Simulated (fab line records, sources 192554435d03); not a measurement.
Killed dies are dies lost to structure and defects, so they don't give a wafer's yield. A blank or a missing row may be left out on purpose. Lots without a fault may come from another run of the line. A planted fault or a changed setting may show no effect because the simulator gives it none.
A struck lot beside a sound one | flow n5_finfet | 14 steps out of a route of 1938
Sound: wafers L294.1, L294.3, L294.6. Struck: wafer L292.6. (L292.4, L292.5 of the same lot were not struck and are left out.) The cause comes at the end.
At each step with rows: each side's tool, then ch and its chambers, then its first start. Under that, the readings that differ: sound wafers | struck wafers | difference of the means | sigmas: that difference in standard deviations of wafers without a fault.
alike: readings whose means differ by less than 2 such deviations, and words and numbers that are the same on both sides. not compared: withheld readings, readings that some wafer has no value for, bounds like >300 that may hide the same value, and numbers for which the record gives no deviation and whose values overlap.
The two part at a step that has a row with sigmas, a row that says differs or no value, or rows on one side only. Numbers that don't overlap but have no deviation are shown without sigmas and don't part them. A reading that every wafer of one side lacks parts them only if that side has two wafers or more.

first, 3 steps without rows for these wafers: N5_BEOL_M13_PRECLEAN_39 (cleans in residue remover, time 60 s); N5_BEOL_M13_SRD_40 (time 30 s, dry time 30 s); N5_BEOL_M13_DEGAS_41 (time 60 s).
N5_BEOL_M13_PRE_CLEAN_42: time 30 s.
  sound on pvd_sputter-01, day 16 05:57; struck on pvd_sputter-02, day 15 20:05
  alike: heater_power_w
N5_BEOL_M13_SPUTTER_43: material TaN, target thk 15 nm, time 24.19 s.
  sound on pvd_sputter-01, day 16 05:59; struck on pvd_sputter-02, day 15 20:07
  alike: throttle_valve_pct
then, 1 step without rows for these wafers: N5_BEOL_M13_SPUTTER_44 (material Ta, target thk 10 nm, time 16.13 s).
N5_BEOL_M13_SPUTTER_45: material Cu, target thk 80 nm, time 13.33 s.
  sound on pvd_sputter-01, day 16 06:09; struck on pvd_sputter-02, day 15 20:17
  alike: throttle_valve_pct
then, 1 step without rows for these wafers: N5_BEOL_M13_ECD_47 (material Cu, target thk 936 nm).
N5_BEOL_M13_ANNEAL_48: time 90 s.
  sound on rtp_anneal-02 ch 0, day 16 06:26; struck on rtp_anneal-01 ch 0, day 15 20:58
  alike: wafer_temp_C_max
N5_BEOL_M13_CMP_49: polishes, stops on SiOC, t overpolish 17.1 s, target thk 420 nm.
  sound on cmp-04 ch 0,1, day 16 06:46; struck on cmp-02 ch 0, day 15 21:14
  alike: barrier_field_endpoint_s, head_pressure_psi, motor_current_A, overpolish_run_s
N5_BEOL_M13_THK_MEAS_50: measures by xrf.
  sound on film_metro-02, day 16 07:01; struck on film_metro-02, day 15 21:25
  alike: M13_THK
then, 1 step without rows for these wafers: N5_BEOL_M13_PRE_CLEAN_52 (time 15 s).
N5_BEOL_M13_DEP_53: deposits SiCN from 3MS/NH3, target thk 50 nm, time 17.8 s.
  sound on pecvd-02 ch 0,1,2, day 16 07:05; struck on pecvd-04 ch 1, day 15 21:30
  reading                                   | sound          | struck | difference | sigmas
  model.SiCN_of_BEOL_M13_DEP_53.thk_nm (nm) | 49.8 49.8 50.4 | 49.6   | -0.4       |
  alike: showerhead_plenum_p_Torr, throttle_valve_pct
N5_BEOL_M13_RS_MEAS_54: measures by four-point-probe.
  sound on film_metro-02, day 16 07:09; struck on film_metro-01, day 15 21:33
  alike: M13_RS

WHERE THEY PART
Nowhere in this record.

WHY: what the simulator had put in
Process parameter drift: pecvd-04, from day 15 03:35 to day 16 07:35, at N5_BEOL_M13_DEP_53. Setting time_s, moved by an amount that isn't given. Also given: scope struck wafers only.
